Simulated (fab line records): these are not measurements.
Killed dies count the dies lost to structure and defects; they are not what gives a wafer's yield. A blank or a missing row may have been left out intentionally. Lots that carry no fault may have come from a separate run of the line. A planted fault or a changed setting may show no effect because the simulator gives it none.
Chamber matching ; flow nand harc ; NHARC_A_BONDPAD_CMP_29 on cmp-03 has 4 sister chambers
The step polishes SiCN, target thk 200 nm. 16 wafers are shown with their chamber, then 8 later ones without.

== EACH WAFER AND ITS CHAMBER ==
wafer;chamber;motor current A (A);retaining ring pressure frac
L078.1;3;11.2;1.000
L078.2;2;13.4;0.998
L078.4;1;13.5;1.006
L079.2;2;13.4;0.999
L079.5;2;13.4;0.995
L079.6;3;10.8;0.996
L080.3;3;11.1;0.998
L080.4;2;13.2;1.001
L080.5;3;10.6;1.003
L083.2;3;11.5;1.002
L083.3;1;12.7;1.001
L083.4;2;13.1;1.003
L091.1;0;11.6;1.004
L091.2;1;13.5;1.000
L091.3;3;11.8;1.001
L090.1;2;12.9;0.987

SIGNATURES, as means of the wafers listed above
reading;chamber 0;chamber 1;chamber 2;chamber 3;scatter within a chamber
motor current A;11.600;13.233;13.233;11.167;0.367
retaining ring pressure frac;1.00400;1.00233;0.99717;1.00000;0.00424
Rule: a wafer's distance from a chamber is the root of the sum, over the readings, of the square of ((its reading less the chamber's mean) divided by the reading's scatter). The wafer belongs to the nearest chamber; if the next one is less than 2 further off, it can't be placed. How the scatter is found: for the shown wafers, subtract from each reading the mean of its chamber, square and add these, divide the total by (wafers less chambers), then take the root.

== WAFERS WITHOUT THEIR CHAMBER ==
wafer;motor current A (A);retaining ring pressure frac
L090.2;11.2;1.007
L090.6;13.0;1.000
L093.2;13.4;0.997
L093.3;13.2;0.998
L093.4;11.3;0.997
L097.1;12.9;0.999
L097.3;11.8;0.996
L097.4;11.8;1.005

== THE CHAMBER EACH PASSED THROUGH ==
wafer;from the rows above;in truth
L090.2;can't be placed: 0 or 3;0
L090.6;can't be placed: 1 or 2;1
L093.2;can't be placed: 2 or 1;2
L093.3;can't be placed: 2 or 1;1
L093.4;can't be placed: 3 or 0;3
L097.1;can't be placed: 2 or 1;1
L097.3;can't be placed: 0 or 3 or 2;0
L097.4;can't be placed: 0 or 3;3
0 of 8 placed correctly. Can't be placed from these rows: 8 (the true chamber is among the candidates in 8). Placed wrongly: 0.
